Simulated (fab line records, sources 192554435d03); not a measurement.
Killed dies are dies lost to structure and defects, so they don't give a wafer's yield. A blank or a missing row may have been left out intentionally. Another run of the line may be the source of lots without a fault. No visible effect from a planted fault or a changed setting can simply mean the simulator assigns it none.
fab line records | flow n5_finfet
record: lots: 3 wafers: 9 last_day: 17
route steps=1938 shown FIN_SAQP@90 BEOL_M4@1111 PASSIVATION@1936
lots that met no fault: taken from a fault-free run of the same line
start_h: hours from the record's first day to the start of the lot's first wafer shown | wait_h: time in hours since the lot's previous step | " unchanged from the row above | L1.1+2: a row that stands for several wafers | - no value, or no start was given | * or withheld: withheld | < > ~ a bound
route shown NAME@n: a module of which the file shows steps, and the number in the route of the first | usual: the fault-free wafers' mean and standard deviation | same: alike in all rows | chamber/n: place in a boat | sites: the reading at each site | _std_site: the values' standard deviation | _edge_site: mean of outer sites minus mean of inner sites | radius_mm: how far each site lies from the wafer's centre | mask NAME#n: copy n | behind: the last tool/chamber to shape the wafer | hold: why the lot went on hold/how many hours it stayed there/how the hold came to an end | device: names the non-switching transistor (n, p or np) | end of line: the same wafers' tests at the end of the route | a step with no rows: only its recipe | killed: the dies lost at the first sort to structure and to defects; this is not the yield of the wafer | map: a wafer's dies, x killed, . not, _ none there
set.NAME: setting as actually run; set.NAME@STEP: the setting as run at that earlier step | model.NAME: the simulator's own value behind a step, which no gauge read
lots at some steps of the route; a table a step, a row a wafer
services: the hour from which a tool's chamber was out of use, counted from the record's first day as start_h (under 0 if before that day), plus the number of hours and why
== steps ==
step: N5_FIN_SAQP_PRECLEAN_42
recipe: chemistry: O3/DIW time_s: 60 temp_c: 22 o3_ppm: 10
step: N5_FIN_SAQP_PRECLEAN_00
recipe: chemistry: SC1 time_s: 60 temp_c: 55 mix: 1:2:50
step: N5_FIN_SAQP_PRECLEAN_44
recipe: chemistry: SC2 time_s: 45 temp_c: 35 mix: 1:1:50
step: N5_FIN_SAQP_SRD_01
recipe: dry: ipa_marangoni time_s: 30 temp_c: 23 rinse_liquid: diw
step: N5_FIN_SAQP_ALD_61
recipe: material: SiO2 target_thk_a: 40 temp_c: 300 ald_precursor_family: BDEAS ald_co_reactant: O2-plasma pulse_time_s: 1 purge_time_s: 2 co_reactant_purge_time_s: 2 ald_cycles: 43 pressure_torr: 2
step: N5_FIN_SAQP_DENSIFY_62
recipe: temp_c: 700 time_s: 60 ambient: N2 idle_temp_c: 600 ramp_up_c_per_s: 150 ramp_down_c_per_s: 60 cool_to_c: 600
step: N5_FIN_SAQP_HM_DEP_03
recipe: material: SiNx target_thk_a: 380 temp_c: 400 precursor: SiH4/NH3/N2 pressure_torr: 1.5 rf_w: 300 time_s: 33.6
step: N5_FIN_SAQP_PECVD_47
recipe: material: a-Si target_thk_a: 450 temp_c: 400 precursor: SiH4/He pressure_torr: 3 rf_w: 100 time_s: 36.3
step: N5_FIN_SAQP_PECVD_48
recipe: material: SiNx target_thk_a: 250 temp_c: 400 precursor: SiH4/NH3/N2 pressure_torr: 1.5 rf_w: 300 time_s: 22.1
step: N5_FIN_SAQP_PECVD_06
recipe: material: a-Si target_thk_a: 600 temp_c: 400 precursor: SiH4/He pressure_torr: 3 rf_w: 100 time_s: 48.1
usual: heater_power_w: 862/110 showerhead_plenum_p_Torr: 5.67/0.041 throttle_valve_pct: 18.5/1.1
columns lot.wafer tool chamber start_h wait_h heater_power_w showerhead_plenum_p_Torr throttle_valve_pct model.a-Si_of_FIN_SAQP_PECVD_06.thk_nm
L778.1 pecvd-03 1 33.25 0.0 911 5.65 17.4 58.77
L778.2 " 2 " " 1076 5.71 19.1 57.66
L778.3 " 2 " " 1054 5.72 19.1 58.78
L791.1 pecvd-03 1 111.11 0.0 991 5.65 17.4 59.63
L791.4 " 2 " " 1000 5.71 19.1 72.64
L791.5 " 1 " " 997 5.64 17.2 60.21
L794.1 pecvd-01 1 129.77 0.0 708 5.68 20.1 59.34
L794.3 " 2 " " 859 5.53 17.7 58.97
L794.5 " 1 " " 705 5.68 19.8 59.5
step: N5_FIN_SAQP_THK_MEAS_07
usual: thk_nm: 59.9/1
columns lot.wafer tool chamber start_h wait_h thk_nm
L778.1 film_metro-02 - 33.37 0.1 58.8
L778.2 " - " " 57.6
L778.3 " - " " 58.8
L791.1 film_metro-02 - 111.20 0.1 59.6
L791.4 " - " " 72.6
L791.5 " - " " 60.2
L794.1 film_metro-02 - 129.86 0.1 59.4
L794.3 " - " " 59.0
L794.5 " - " " 59.4
step: N5_FIN_SAQP_HM_DEP_72
recipe: material: SiO2 target_thk_a: 120 temp_c: 400 precursor: SiH4/N2O pressure_torr: 0.75 rf_w: 275 time_s: 7.2
step: N5_FIN_SAQP_COAT_49
recipe: resist: SOC temp_c: 250 time_s: 60 spin_rpm: 1500 resist_thk_nm: 100
step: N5_FIN_SAQP_COAT_50
recipe: resist: SiARC temp_c: 220 time_s: 60 spin_rpm: 1500 resist_thk_nm: 35
step: N5_FIN_SAQP_COAT_10
recipe: resist: CAR-ArF spin_rpm: 1500 resist_thk_nm: 90
step: N5_FIN_SAQP_EBR_12
recipe: solvent: PGMEA ebr_width_mm: 1.5
step: N5_FIN_SAQP_SOFTBAKE_11
recipe: temp_c: 110 time_s: 60 resist: CAR-ArF
step: N5_FIN_SAQP_EXPOSE_13
recipe: mask_id: FIN_CORE na: 1.35 source_shape: dipole sigma_inner: 0.538 sigma_outer: 0.738 polarization: te target_cd_nm: 35.6 dose_mj: 63.25
step: N5_FIN_SAQP_PEB_14
recipe: peb_temp_c: withheld peb_time_s: 60 resist: CAR-ArF
step: N5_FIN_SAQP_DEVELOP_15
recipe: develop_time_s: 30 developer: TMAH resist: CAR-ArF dev_temp_c: 23 rinse_liquid: diw dry: air_spin
step: N5_FIN_SAQP_DESCUM_21
recipe: chemistry: O2 time_s: 7.9 source_power_w: 50 bias_power_w: 20 pressure_mtorr: 20 rf_frequency_hz: 2.712e+07 temp_c: 40 resist: CAR-ArF o2_flow_sccm: 225
step: N5_FIN_SAQP_ETCH_51
recipe: chemistry: CF4 target: SiARC target_depth_a: 455 mask_material: CAR-ArF time_s: 75.8 ion_energy_ev: 80 pressure_mtorr: 40 source_w: 545 bias_w: 36 Ar_flow_sccm: 100 cf4_flow_sccm: 100 ends: cleared
step: N5_FIN_SAQP_ETCH_52
recipe: chemistry: N2/H2 target: SOC target_depth_a: 1000 overetch_a: 200 mask_material: SiARC temp_c: 40 time_s: 150 ion_energy_ev: 200 pressure_mtorr: 30 source_w: 840 bias_w: 150 n2_flow_sccm: 200 h2_flow_sccm: 200 ends: end_point
step: N5_FIN_SAQP_STRIP_53
recipe: chemistry: N2/H2 temp_c: 40 n2_flow_sccm: 200 h2_flow_sccm: 200 rf_frequency_hz: 6e+07
step: N5_FIN_SAQP_HM_OPEN_73
recipe: chemistry: CHF3/O2 target: SiO2 stop_on: a-Si target_depth_a: 120 over_etch_frac: 1.8 mask_material: SOC time_s: 16.8 pressure_mtorr: 30 source_w: 650 bias_w: 170 Ar_flow_sccm: 200 CHF3_flow_sccm: 50 O2_flow_sccm: 5 ion_energy_ev: 200 ends: end_point
step: N5_FIN_SAQP_STRIP_74
recipe: chemistry: CHF3/O2 resist: SiARC rf_frequency_hz: 6e+07
step: N5_FIN_SAQP_MANDREL_ETCH_22
recipe: target_depth_a: 600 chemistry: HBr/Cl2 target: a-Si stop_on: SiNx bt_time_s: 10 over_etch_frac: 0.5 time_s: 30 pressure_mtorr: 10 icp_w: 800 bias_w: 75 HBr_flow_sccm: 150 Cl2_flow_sccm: 80 ends: end_point
usual: chamber_pressure_mTorr: 10.002/0.0092 drypump_motor_current_A: 5.4/0.38 oes_product_au: 0.765/0.017 throttle_valve_pct: 35.6/0.42
columns lot.wafer tool chamber start_h wait_h chamber_pressure_mTorr drypump_motor_current_A oes_product_au rf_hours_counter_h throttle_valve_pct model.etch.depth_nm
L778.1 rie_si-03 0 34.26 0.0 10.010 5.6 0.773 60 34.8 58.77
L778.2 " 2 " " 10.006 4.9 0.745 196 36.4 57.55
L778.3 " 3 " " 10.019 5.5 0.787 157 35.8 58.78
L791.1 rie_si-01 3 112.42 0.0 10.001 5.3 0.753 5 35.1 59.63
L791.4 " 1 " " 10.002 5.8 0.859 113 35.5 72.63
L791.5 " 2 " " 9.994 4.9 0.762 - 35.7 60.21
L794.1 rie_si-01 1 130.85 0.0 9.983 5.8 0.764 113 35.7 59.33
L794.3 " 2 " " 10.003 4.9 0.745 144 35.7 58.97
L794.5 " 2 " " 9.992 4.9 0.752 - 35.7 59.48
step: N5_FIN_SAQP_STRIP_55
recipe: chemistry: N2/H2 power_w: 500 temp_c: 40 pressure_mtorr: 50 rf_frequency_hz: 6e+07 overash_fraction: 0.3 bias_power_w: 28 h2_frac: 0.5 n2_flow_sccm: 300 h2_flow_sccm: 300
step: N5_FIN_SAQP_STRIP_23
recipe: chemistry: SPM time_s: 750 temp_c: 130 h2so4_h2o2_vol_ratio: 4
step: N5_FIN_SAQP_SRD_66
recipe: dry: ipa_marangoni time_s: 30 temp_c: 23 rinse_liquid: diw
step: N5_FIN_SAQP_RECESS_75
recipe: chemistry: HF/NH3 target: SiO2 target_depth_a: 144 afs_cycles: 3 temp_c: 30 sublimation_temp_c: 180 sublimation_time_s: 60
step: N5_FIN_SAQP_SPACER1_ALD_24
recipe: material: SiO2 target_thk_a: 203 temp_c: 300 ald_precursor_family: BDEAS ald_co_reactant: O2-plasma pulse_time_s: 1 purge_time_s: 2 co_reactant_purge_time_s: 2 ald_cycles: 218 pressure_torr: 2
step: N5_FIN_SAQP_SPACER1_ETCHBACK_25
recipe: chemistry: CHF3/O2 mode: anisotropic_etchback target: SiO2 target_depth_a: 244 time_s: 12.2 pressure_mtorr: 30 source_w: 650 bias_w: 170 Ar_flow_sccm: 200 CHF3_flow_sccm: 50 O2_flow_sccm: 5 ion_energy_ev: 200
usual: chamber_pressure_mTorr: 30.004/0.027 drypump_motor_current_A: 5.6/0.54 mfc_ar_sccm: 200.0/0.59 oes_product_au: 0.78/0.082 rf_vpp_V: 517/13 showerhead_plenum_p_Torr: 2.44/0.053 throttle_valve_pct: 18.85/0.28
columns lot.wafer tool chamber start_h wait_h chamber_pressure_mTorr drypump_motor_current_A mfc_ar_sccm oes_product_au rf_hours_counter_h rf_vpp_V showerhead_plenum_p_Torr throttle_valve_pct model.a-Si_of_FIN_SAQP_PECVD_06.thk_nm
L778.1 rie_diel-06 3 35.91 0.5 29.957 4.8 199.9 0.69 243 533 2.38 18.67 57.8
L778.2 " 2 " " 30.027 5.4 199.6 0.70 215 533 2.46 18.93 56.6
L778.3 " 1 " " 29.995 6.5 200.6 0.90 29 524 2.46 18.35 57.8
L791.1 rie_diel-05 0 114.14 0.4 30.018 6.3 200.6 0.81 96 503 2.34 18.82 58.8
L791.4 " 3 " " 30.013 5.6 200.3 0.72 215 530 2.47 18.87 71.6
L791.5 " 2 " " 30.030 5.9 199.8 0.88 - 494 2.37 18.70 59.4
L794.1 rie_diel-02 0 132.37 0.4 30.024 6.2 199.7 0.70 203 539 2.49 19.30 58.4
L794.3 " 1 " " 30.023 5.7 199.1 0.79 118 522 2.42 19.10 58
L794.5 " 2 " " 29.998 5.1 200.3 0.72 - 518 2.50 19.05 58.6
step: N5_FIN_SAQP_MANDREL1_REMOVE_56
recipe: chemistry: HBr/Cl2/O2 bt_time_s: 10 target: a-Si stop_on: SiNx endpoint: OES-SiCl over_etch_frac: 1 icp_w: 600 bias_w: 22 HBr_flow_sccm: 150 Cl2_flow_sccm: 80 O2_flow_sccm: 5 pressure_mtorr: 10
step: N5_BEOL_M4_RC_MEAS_101
usual: DIBL_N: 36.5/2.2 DIBL_P: 36.9/2.9 IOFF_N: 0.17/0.044 IOFF_P: 0.22/0.052 ION_N: 671/16 ION_P: 461/10 SS_N: 71.6/0.73 SS_P: 73.5/0.79 VT_N: 250/4.1 VT_P: -250/4.1
columns lot.wafer tool chamber start_h wait_h DIBL_N[mV/V] DIBL_P[mV/V] IOFF_N[nA/um] IOFF_P[nA/um] ION_N[uA/um] ION_P[uA/um] SS_N[mV/dec] SS_P[mV/dec] VT_N[mV] VT_P[mV]
L778.1 prober-01 0 203.00 0.0 35.3 35.6 0.13 0.19 650 447 71.8 72.9 254 -251
L778.2 " 0 " " 40.3 42.1 0.22 0.30 684 465 72.8 74.7 248 -249
L778.3 " 0 " " 36.6 38.1 0.15 0.23 671 465 71.7 73.6 251 -247
L791.1 prober-01 0 291.19 0.3 37.5 39.0 0.21 0.25 686 475 72.1 73.5 248 -248
L791.4 " 0 " " 37.5 38.9 0.18 0.24 670 459 72.2 73.6 249 -251
L791.5 " 0 " " 35.6 36.9 0.16 0.21 665 455 71.7 73.2 249 -250
L794.1 prober-01 0 297.06 0.0 37.6 37.8 0.17 0.20 676 458 72.3 73.3 249 -253
L794.3 " 0 " " 37.8 39.2 0.18 0.23 687 466 72.4 73.8 248 -250
L794.5 " 0 " " 37.9 39.6 0.18 0.24 679 473 71.4 74.0 246 -248
step: N5_PASSIVATION_PROBE_49
usual: defect_limited_yield: 91.3/1.4 killed_at_M0_to_M3: 36/10 killed_at_M4_up: 13/5.4 killed_at_contacts: 12/5.3 killed_at_front_end: 39/10 killed_at_other: 3.2/2.7 killed_dies: 103/16 killed_open: 68/13 killed_short: 33/6.6 sort_bin_5_function: 5.1/0.92 sort_bin_6_memory: 3.3/0.68 sort_n_pass: 1077/17 sort_yield_pct: 91.2/1.4
same: gross_dies: 1180 killed_at_back_side: 0 sort_bin_4_leakage[%]: 0 sort_bin_8_speed[%]: 0
columns lot.wafer tool chamber start_h wait_h defect_limited_yield[%] killed_at_M0_to_M3 killed_at_M4_up killed_at_contacts killed_at_front_end killed_at_other killed_dies killed_open killed_short sort_bin_5_function[%] sort_bin_6_memory[%] sort_n_pass sort_yield_pct[%]
L778.1 prober-01 - 307.44 0.2 87.9 39 17 18 67 2 143 98 45 7.4 4.6 1037 87.9
L778.2 prober-01 - 307.49 0.2 91.9 34 4 15 36 7 96 63 31 4.7 3.1 1084 91.9
L778.3 prober-01 - 307.54 0.3 92.3 24 16 11 37 3 91 53 37 4.2 3.1 1089 92.3
L791.1 prober-01 - 412.01 0.0 91.7 33 5 9 49 2 98 67 27 4.5 3.5 1082 91.7
L791.4 prober-01 - 412.16 0.2 89.8 35 15 19 47 4 120 86 34 5.3 4.7 1060 89.8
L791.5 prober-01 - 412.21 0.2 89.4 39 9 14 52 11 125 73 52 6.0 3.9 1055 89.4
L794.1 prober-01 - 416.95 0.0 88.6 42 24 13 51 4 134 93 41 5.9 5.3 1046 88.6
L794.3 prober-01 - 417.05 0.1 89.8 55 8 14 42 1 120 86 32 4.9 4.8 1060 89.8
L794.5 prober-01 - 417.15 0.2 91.5 44 5 11 34 6 100 70 28 4.1 4.2 1080 91.5
killed by level:class
L778.1 STI_FIN_REVEAL:geometric_particle:open=19 BEOL_M0_SAQP:geometric_particle:short=18 FIN_SAQP:geometric_particle:open=16 BEOL_M0_SAQP:geometric_particle:open=14 MOL_CONTACT_COAG:geometric_particle:open=12 BEOL_M4:geometric_particle:open=12 GATE_CUT:geometric_particle:open=7 MOL_CONTACT_COAG:geometric_particle:short=6
L778.2 MOL_CONTACT_COAG:geometric_particle:open=12 BEOL_M0_SAQP:geometric_particle:short=10 FIN_SAQP:geometric_particle:short=9 BEOL_M0_SAQP:geometric_particle:open=9 FIN_SAQP:geometric_particle:open=7 STI_FIN_REVEAL:geometric_particle:open=7 BEOL_M3:geometric_particle:open=5 BEOL_M2:geometric_particle:open=4
L778.3 STI_FIN_REVEAL:geometric_particle:open=12 BEOL_M0_SAQP:geometric_particle:short=12 BEOL_M4:geometric_particle:open=10 MOL_CONTACT_COAG:geometric_particle:open=8 GATE_CUT:geometric_particle:short=6 STARTING-WAFER:geometric_particle:short=6 BEOL_M1:geometric_particle:open=5 FIN_SAQP:geometric_particle:short=3
L791.1 DUMMY_GATE:geometric_particle:open=13 BEOL_M3:geometric_particle:open=11 STI_FIN_REVEAL:geometric_particle:open=7 MOL_CONTACT_COAG:geometric_particle:open=6 BEOL_M2:geometric_particle:open=6 STARTING-WAFER:geometric_particle:short=6 FIN_SAQP:geometric_particle:open=5 BEOL_M1:geometric_particle:open=4
L791.4 MOL_CONTACT_COAG:geometric_particle:open=15 STI_FIN_REVEAL:geometric_particle:open=11 BEOL_M3:geometric_particle:open=8 DUMMY_GATE:geometric_particle:open=7 BEOL_M1:geometric_particle:open=6 ILD0:geometric_particle:open=6 BEOL_M0_SAQP:geometric_particle:open=6 BEOL_M0_SAQP:geometric_particle:short=5
L791.5 DUMMY_GATE:geometric_particle:open=13 BEOL_M3:geometric_particle:short=10 MOL_CONTACT_COAG:geometric_particle:open=9 FIN_SAQP:geometric_particle:open=8 STI_FIN_REVEAL:geometric_particle:open=7 BEOL_M3:geometric_particle:open=7 GATE_CUT:geometric_particle:short=6 BEOL_M4:geometric_particle:short=6
L794.1 FIN_SAQP:geometric_particle:open=15 BEOL_M3:geometric_particle:open=15 STI_FIN_REVEAL:geometric_particle:open=10 MOL_CONTACT_COAG:geometric_particle:open=10 BEOL_M4:geometric_particle:open=10 FIN_SAQP:geometric_particle:short=9 GATE_CUT:geometric_particle:short=5 BEOL_M0_SAQP:geometric_particle:open=5
L794.3 BEOL_M3:geometric_particle:open=17 BEOL_M1:geometric_particle:open=11 BEOL_M2:geometric_particle:open=10 FIN_SAQP:geometric_particle:short=9 MOL_CONTACT_COAG:geometric_particle:open=9 GATE_CUT:geometric_particle:open=7 FIN_SAQP:geometric_particle:open=5 GATE_CUT:geometric_particle:short=5
L794.5 BEOL_M3:geometric_particle:open=18 BEOL_M2:geometric_particle:open=9 MOL_CONTACT_COAG:geometric_particle:open=8 FIN_SAQP:geometric_particle:open=6 BEOL_M3:geometric_particle:short=6 STARTING-WAFER:geometric_particle:open=5 BEOL_M0_SAQP:geometric_particle:open=5 GATE_CUT:geometric_particle:short=4
== services ==
columns tool chamber start_h hours kind
rie_diel-02 3 24.79 6.3 repair
pecvd-03 0 25.92 13.7 repair
rie_diel-05 3 39.99 7.1 repair
rie_diel-02 3 42.32 4.4 repair
rie_diel-06 - 46.53 2.8 pm
pecvd-01 0 51.20 3.6 repair
rie_diel-06 3 61.57 - clean
rie_diel-06 3 61.57 - consumable_replace:focus_ring
rie_diel-06 3 61.57 14.3 scheduled_down
rie_diel-06 3 61.57 14.3 vent_cycle
pecvd-03 1 76.77 5.0 repair
rie_diel-06 3 89.22 5.0 repair
pecvd-03 1 95.60 5.0 scheduled_down
pecvd-03 - 96.70 1.1 repair
pecvd-03 2 100.60 2.1 scheduled_down
pecvd-03 0 104.59 2.1 scheduled_down
rie_si-03 2 105.92 3.8 repair
rie_diel-05 1 121.32 1.8 repair
rie_si-03 2 123.05 - clean
rie_si-03 2 123.05 16.0 scheduled_down
rie_si-03 2 123.05 16.0 vent_cycle
pecvd-03 2 126.51 - clean
pecvd-03 2 126.51 29.5 scheduled_down
pecvd-03 2 126.51 29.5 vent_cycle
== key ==
first_sign: step: N5_FIN_SAQP_THK_MEAS_07 reading: thk_nm direction: up sigmas: 13 usual: * struck: *
effect: step: N5_FIN_SAQP_MANDREL_ETCH_22 reading: oes_product_au direction: up sigmas: 5.6 usual: 0.765 struck: 0.859
model_effect: step: N5_FIN_SAQP_PECVD_06 value: a-Si_of_FIN_SAQP_PECVD_06.thk_nm without: 58.84 struck: 72.64
model_effect: step: N5_FIN_SAQP_MANDREL_ETCH_22 value: etch.depth_nm without: 58.83 struck: 72.63
model_effect: step: N5_FIN_SAQP_SPACER1_ETCHBACK_25 value: a-Si_of_FIN_SAQP_PECVD_06.thk_nm without: 57.8 struck: 71.6
met_at N5_FIN_SAQP_PECVD_06
struck_wafers L791.4
onset_between 33.25 111.11
fault: kind: process_parameter_drift tool: pecvd-03 chamber: - onset_h: 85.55 steps: N5_FIN_SAQP_PECVD_06 channel: time_s offset: * shape: step end_h: 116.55 scope: struck_wafers_only acts_in: * stated: *
